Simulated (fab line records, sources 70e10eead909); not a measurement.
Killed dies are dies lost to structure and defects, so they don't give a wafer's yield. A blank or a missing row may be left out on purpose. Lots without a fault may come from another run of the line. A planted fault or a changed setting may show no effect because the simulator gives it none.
One fault seen from 2 desks | flow nand_harc | each desk has only its own numbers; what lay behind them comes last

THE DEFECT DESK
What the inspections along the route counted, lot by lot: means of the sampled wafers that have a number. A lot is out of limits, marked OUT, if its mean lies more than 4 standard deviations from the usual mean; the brackets give that distance.
Columns: A = raw_defect_count at NHARC_A_SGD_CUT_INSPECT_25, usual 389; B = raw_defect_count at NHARC_A_SIN_REMOVE_INSPECT_04, usual 402; C = raw_defect_count at NHARC_A_WL_FILL_INSPECT_15, usual 490
lot  | first seen here | A   | B   | C
L713 | day 19 22:28    | 294 | 349 | 407
L715 | day 19 22:28    | 451 | 425 | 545
L714 | day 19 22:32    | 375 | 390 | 527
L718 | day 21 06:51    | 321 | 333 | 433
L720 | day 23 00:46    | 472 | 475 | 515
L721 | day 23 07:17    | 301 | 321 | 362
L723 | day 23 11:54    | 341 | 339 | 496
L722 | day 23 11:56    | 297 | 341 | 444
L728 | day 25 02:11    | 396 | 378 | 466
L727 | day 25 02:12    | 346 | 365 | 627
L730 | day 26 17:26    | 310 | 302 | 283
L734 | day 28 20:59    | 398 | 448 | 603
L735 | day 28 21:01    | 379 | 422 | 369
This desk's finding: nothing out of limits on any of the 13 lots.

THE TOOL OWNER'S DESK: rie_diel-03
The tool's own readings at NHARC_A_WL_FILL_ETCHBACK_16 (etches the open film in C4F8/O2/Ar, target depth 120 nm, time 24 s): means of the sampled wafers that have a number, for each lot that ran on this tool. A lot is out of limits, marked OUT, if its mean lies more than 4 standard deviations from the usual mean; the brackets give that distance.
Columns: A = oes_product_au at NHARC_A_WL_FILL_ETCHBACK_16, usual 0.97 a.u.; B = rf_fwd_power_W at NHARC_A_WL_FILL_ETCHBACK_16, usual 589 W; C = rf_vpp_V at NHARC_A_WL_FILL_ETCHBACK_16, usual 723 V
lot  | first seen here | A    | B             | C
L713 | day 21 05:01    | 1.00 | 592           | 723
L714 | day 21 10:40    | 0.99 | 590           | 721
L718 | day 22 17:40    | 0.98 | 592           | 727
L720 | day 24 09:46    | 0.99 | 592           | 721
L723 | day 24 17:46    | 0.93 | 591           | 724
L727 | day 26 11:56    | 1.04 | 624 (+11) OUT | 720
This desk's finding: out of limits on L727; first on L727, day 26 11:56 (rf_fwd_power_W at NHARC_A_WL_FILL_ETCHBACK_16). In limits: L713, L714, L718, L720, L723.

PUT TOGETHER
The tool owner's desk could have raised an alarm at day 26 11:56, on L727.
The defect desk saw nothing out of limits.
The defect desk has L727 on record, within its limits.
Of the lots named, all ran NHARC_A_WL_FILL_ETCHBACK_16 on rie_diel-03.

WHAT THE SIMULATOR HAD PUT IN
Process parameter drift: rie_diel-03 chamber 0, from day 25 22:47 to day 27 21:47, at NHARC_A_WL_FILL_ETCHBACK_16. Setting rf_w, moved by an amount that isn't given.
Lots struck among those shown: L727.
Hours from the fault's start to each desk's first reading out of limits: the tool owner's desk, 13.
